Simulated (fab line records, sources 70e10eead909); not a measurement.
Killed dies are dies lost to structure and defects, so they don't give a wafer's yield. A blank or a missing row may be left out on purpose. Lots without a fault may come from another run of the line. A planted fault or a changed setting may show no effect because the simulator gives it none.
Chamber matching | flow nand_harc | NHARC_A_CHANNEL_FILL_D1_ALD_14 on ald_hk-02: 4 sister chambers
The step deposits SiO2, target thk 2.5 nm, pulse time 10 s, ald cycles 25. 8 wafers are shown with their chamber, then 7 later ones without.

WAFERS WITH THEIR CHAMBER
wafer  | chamber | heater_power_w (W) | precursor_pulse_height_rel
L746.6 | 2       | 585                | 1.006
L760.2 | 3       | 528                | 0.978
L760.3 | 1       | 446                | 1.000
L761.1 | 3       | 486                | 0.971
L761.2 | 0       | 419                | 1.025
L761.6 | 2       | 619                | 0.993
L764.3 | 0       | 409                | 1.018
L764.4 | 1       | 440                | 0.990

WAFERS WITHOUT THEIR CHAMBER
wafer  | heater_power_w (W) | precursor_pulse_height_rel
L764.5 | 417                | 1.024
L766.4 | 488                | 0.978
L766.5 | 440                | 1.005
L766.6 | 415                | 1.013
L767.1 | 441                | 1.016
L767.2 | 494                | 0.994
L767.5 | 628                | 0.983

WHICH CHAMBER EACH WENT THROUGH
wafer  | from the rows above     | in truth
L764.5 | 0                       | 0
L766.4 | 3                       | 3
L766.5 | can't be placed: 1 or 0 | 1
L766.6 | can't be placed: 0 or 1 | 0
L767.1 | can't be placed: 0 or 1 | 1
L767.2 | can't be placed: 1 or 3 | 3
L767.5 | 2                       | 2
Placed correctly: 3 of 7. Can't be placed from these rows: 4 (the true chamber is among the candidates in 4). Placed wrongly: 0.
How it was worked out, from the rows above alone: a wafer's distance from a chamber is the root of the sum, over the readings, of the square of ((its reading less the chamber's mean) divided by the reading's scatter). The wafer belongs to the nearest chamber; if the next one is less than 2 further off, it can't be placed. A chamber's mean is the mean of its shown wafers. The scatter: the root of (the sum of the squares of (reading less its chamber's mean) over the shown wafers, divided by (wafers less chambers)).
